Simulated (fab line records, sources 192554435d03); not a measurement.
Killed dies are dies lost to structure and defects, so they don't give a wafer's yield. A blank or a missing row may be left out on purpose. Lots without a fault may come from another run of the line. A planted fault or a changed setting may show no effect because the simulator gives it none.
Split-lot experiment | flow n5_finfet | 7 lots, 39 wafers read, on a route of 1938 steps

THE SPLIT
At N5_HKMG_FIN_ETCH_32 (etches SOC in N2/H2, target depth 240 nm, time 300 s), the setting source_w was moved away from the recipe's 840 W on 15 of the 39 wafers read, by -5.5% to +10.3%. The other wafers ran this setting at the recipe's value.

The reading is taken at the split's own step.

THE READING
rf_vpp_V, in V, at N5_HKMG_FIN_ETCH_32 (etches SOC in N2/H2, target depth 240 nm, time 300 s). Fault-free wafers of this fab line usually give 523.6 V, standard deviation 2.6 V.

wafer  | tool, chamber at the split | source_w as run, W | against the recipe | rf_vpp_V, V | against lot-mates on the recipe
L077.1 | rie_diel-01, 3             | 840                | recipe             | 521.8       | -
L077.5 | rie_diel-01, 3             | 840                | recipe             | 521.8       | -
L077.6 | rie_diel-01, 0             | 840                | recipe             | 525.8       | -
L078.1 | rie_diel-01, 1             | 794.2              | -5.5%              | 538.1       | +12.6
L078.2 | rie_diel-01, 3             | 840                | recipe             | 521.4       | -
L078.3 | rie_diel-01, 0             | 840                | recipe             | 526.4       | -
L078.4 | rie_diel-01, 2             | 794.2              | -5.5%              | 534.0       | +8.5
L078.5 | rie_diel-01, 1             | 840                | recipe             | 528.8       | -
L078.6 | rie_diel-01, 0             | 794.2              | -5.5%              | 537.2       | +11.7
L081.1 | rie_diel-01, 2             | 840                | recipe             | 523.2       | -
L081.2 | rie_diel-01, 1             | 840                | recipe             | 527.1       | -
L081.3 | rie_diel-01, 0             | 911.6              | +8.5%              | 510.4       | -14.5
L081.4 | rie_diel-01, 3             | 911.6              | +8.5%              | 506.0       | -18.9
L081.5 | rie_diel-01, 3             | 911.6              | +8.5%              | 506.7       | -18.2
L081.6 | rie_diel-01, 2             | 840                | recipe             | 524.3       | -
L086.1 | rie_diel-04, 3             | 840                | recipe             | 522.0       | -
L086.2 | rie_diel-04, 1             | 799.1              | -4.9%              | 529.4       | +6.1
L086.3 | rie_diel-04, 0             | 840                | recipe             | 523.7       | -
L086.4 | rie_diel-04, 2             | 799.1              | -4.9%              | 534.5       | +11.2
L086.5 | rie_diel-04, 0             | 840                | recipe             | 524.3       | -
L086.6 | rie_diel-04, 3             | 799.1              | -4.9%              | 530.2       | +6.9
L091.1 | rie_diel-01, 0             | 926.2              | +10.3%             | 508.3       | -17.0
L091.2 | rie_diel-01, 1             | 840                | recipe             | 527.5       | -
L091.3 | rie_diel-01, 3             | 840                | recipe             | 522.6       | -
L091.4 | rie_diel-01, 1             | 926.2              | +10.3%             | 511.0       | -14.3
L091.5 | rie_diel-01, 3             | 926.2              | +10.3%             | 504.5       | -20.8
L091.6 | rie_diel-01, 0             | 840                | recipe             | 525.7       | -
L092.1 | rie_diel-01, 0             | 840                | recipe             | 525.6       | -
L092.2 | rie_diel-01, 3             | 799.3              | -4.8%              | 530.4       | +2.9
L092.3 | rie_diel-01, 1             | 840                | recipe             | 528.6       | -
L092.4 | rie_diel-01, 0             | 799.3              | -4.8%              | 532.9       | +5.4
L092.5 | rie_diel-01, 1             | 840                | recipe             | 528.4       | -
L092.6 | rie_diel-01, 3             | 799.3              | -4.8%              | 529.0       | +1.5
L097.1 | rie_diel-05, 1             | 840                | recipe             | 524.0       | -
L097.2 | rie_diel-05, 2             | 840                | recipe             | 525.7       | -
L097.3 | rie_diel-05, 0             | 840                | recipe             | 520.6       | -
L097.4 | rie_diel-05, 3             | 840                | recipe             | 519.5       | -
L097.5 | rie_diel-05, 0             | 840                | recipe             | 521.1       | -
L097.6 | rie_diel-05, 3             | 840                | recipe             | 520.6       | -

THE FIT
A straight line over all 39 wafers: rf_vpp_V changes by -1.73 V for each +1% of source_w; r = -0.94; the points scatter about the line by 2.8 V.
The same after taking each lot's own level away (the mean of its wafers on the recipe; 39 wafers): -1.71 V for each +1%; r = -0.95; scatter 2.6 V.
On that fit, the largest move of source_w shifts the reading by 18 V.
The lots' own levels span 521.92 to 527.53 V, that is 2.2 times the standard deviation above.
So the lot-to-lot level changes the slope little: the two slopes agree.
Check: with one of the wafers moved furthest among these (+10.3%) left out of the fit, the line predicts -18.3 V for it against its lot-mates. It came out at -17 V against them.
Tool readings at the split's step, against how far the setting was moved: rf_vpp_V r = -0.94.

OTHER SPLITS ON THESE WAFERS
These wafers also went through other splits before the reading. Each is held against what the fit with the lots' levels taken away leaves over:
other split on the same wafers       | wafers away from the commonest value | r with rf_vpp_V (lot level and that fit taken away)
N5_WELL_APT_IMPLANT_31 energy_kev    | 9                                    | +0.15
N5_WELL_APT_EPI_41 time_s            | 18                                   | +0.00
N5_DUMMY_GATE_ETCH_31 target_depth_a | 18                                   | +0.07
N5_HKMG_FIN_HK_ALD_01 ald_cycles     | 18                                   | -0.08
N5_HKMG_FIN_ALD_75 target_thk_a      | 18                                   | +0.16

THE FILE'S OWN FIT
rf_vpp_V changes by -1.72 V for each +1% of source_w, r = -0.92.
